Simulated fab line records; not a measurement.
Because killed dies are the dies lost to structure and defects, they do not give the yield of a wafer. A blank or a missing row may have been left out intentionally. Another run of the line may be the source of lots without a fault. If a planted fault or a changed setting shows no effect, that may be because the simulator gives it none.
Matching of chambers ; flow n5 finfet ; ald metal-03 running N5_HKMG_FIN_ALD_71: 4 sister chambers
The step deposits TiN, target thk 1 nm, pulse time 1 s, purge time 3 s. 8 wafers are shown with their chamber, then 8 later ones without.

EACH WAFER AND ITS CHAMBER
wafer;chamber;heater power w (W);precursor pulse height rel
L089.1;0;1033;1.049
L089.3;1;925;1.017
L089.5;2;926;0.993
L089.6;3;828;0.998
L090.1;3;811;0.991
L090.2;0;1015;1.003
L090.3;1;927;0.987
L090.4;2;930;0.996

WAFERS WITHOUT THEIR CHAMBER
wafer;heater power w (W);precursor pulse height rel
L090.5;816;0.983
L090.6;1014;1.011
L092.2;996;0.968
L092.4;843;0.994
L092.5;997;1.037
L093.2;1003;0.993
L093.3;917;1.023
L093.4;819;1.030

WHICH CHAMBER EACH ONE RAN IN
wafer;from the rows above;in truth
L090.5;3;3
L090.6;0;0
L092.2;0;0
L092.4;3;3
L092.5;0;0
L093.2;0;0
L093.3;can't be placed: 1 or 2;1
L093.4;3;3
Correct placement for 7 of the 8. These rows do not allow placing 1 (true chamber among the candidates in 1). Placed wrongly: 0.
How it was worked out, from the rows above alone: a wafer's distance from a chamber is the root of the sum, over the readings, of the square of ((its reading less the chamber's mean) divided by the reading's scatter). If the next closest chamber is less than 2 further off than the closest, the wafer can't be placed; otherwise it belongs to the closest. A chamber's mean is the mean of its shown wafers. The scatter: the root of (the sum of the squares of (reading less its chamber's mean) over the shown wafers, divided by (wafers less chambers)).
